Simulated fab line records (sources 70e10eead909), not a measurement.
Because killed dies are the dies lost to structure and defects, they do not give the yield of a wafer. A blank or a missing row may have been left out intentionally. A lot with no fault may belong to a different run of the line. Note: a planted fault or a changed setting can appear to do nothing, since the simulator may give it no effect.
Matching of chambers :: flow nand harc :: NHARC_A_CHANNEL_FILL_D2_ALD_16 on ald hk-02 has 4 sister chambers
The step deposits SiO2, target thk 1.5 nm, pulse time 10 s, ald cycles 15. 8 wafers are shown with their chamber, then 8 later ones without.

## WAFERS, EACH WITH ITS CHAMBER
wafer: L086.4
chamber: 1
heater power w (W): 410
precursor pulse height rel: 1.015

wafer: L086.5
chamber: 2
heater power w (W): 446
precursor pulse height rel: 1.012

wafer: L090.1
chamber: 1
heater power w (W): 413
precursor pulse height rel: 0.989

wafer: L090.3
chamber: 0
heater power w (W): 437
precursor pulse height rel: 1.008

wafer: L090.5
chamber: 3
heater power w (W): 569
precursor pulse height rel: 0.989

wafer: L089.1
chamber: 0
heater power w (W): 424
precursor pulse height rel: 0.999

wafer: L089.5
chamber: 3
heater power w (W): 557
precursor pulse height rel: 1.002

wafer: L089.6
chamber: 2
heater power w (W): 451
precursor pulse height rel: 1.002

## WAFERS MISSING THEIR CHAMBER
wafer: L091.4
heater power w (W): 414
precursor pulse height rel: 0.968

wafer: L091.5
heater power w (W): 543
precursor pulse height rel: 0.995

wafer: L092.1
heater power w (W): 442
precursor pulse height rel: 0.975

wafer: L092.3
heater power w (W): 546
precursor pulse height rel: 1.003

wafer: L092.5
heater power w (W): 458
precursor pulse height rel: 0.991

wafer: L097.2
heater power w (W): 466
precursor pulse height rel: 0.990

wafer: L097.3
heater power w (W): 415
precursor pulse height rel: 0.976

wafer: L097.4
heater power w (W): 435
precursor pulse height rel: 0.974

## WHICH CHAMBER EACH ONE RAN IN
wafer: L091.4
from the rows above: can't be placed: 1 or 0
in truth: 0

wafer: L091.5
from the rows above: 3
in truth: 3

wafer: L092.1
from the rows above: can't be placed: 2 or 0
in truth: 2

wafer: L092.3
from the rows above: 3
in truth: 3

wafer: L092.5
from the rows above: 2
in truth: 2

wafer: L097.2
from the rows above: 2
in truth: 2

wafer: L097.3
from the rows above: can't be placed: 1 or 0
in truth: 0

wafer: L097.4
from the rows above: can't be placed: 0 or 2 or 1
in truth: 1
Correct placement for 4 of the 8. Not placeable from these rows: 4 (in 4, the candidates include the true chamber). Number placed wrongly: 0.
How it was worked out, from the rows above alone: a wafer's distance from a chamber is the root of the sum, over the readings, of the square of ((its reading less the chamber's mean) divided by the reading's scatter). The wafer belongs to the nearest chamber; if the next one is less than 2 further off, it can't be placed. A chamber's mean is the mean of its shown wafers. The scatter is the square root of a quotient: the sum, over the shown wafers, of each reading's squared deviation from its chamber's mean, divided by wafers minus chambers.
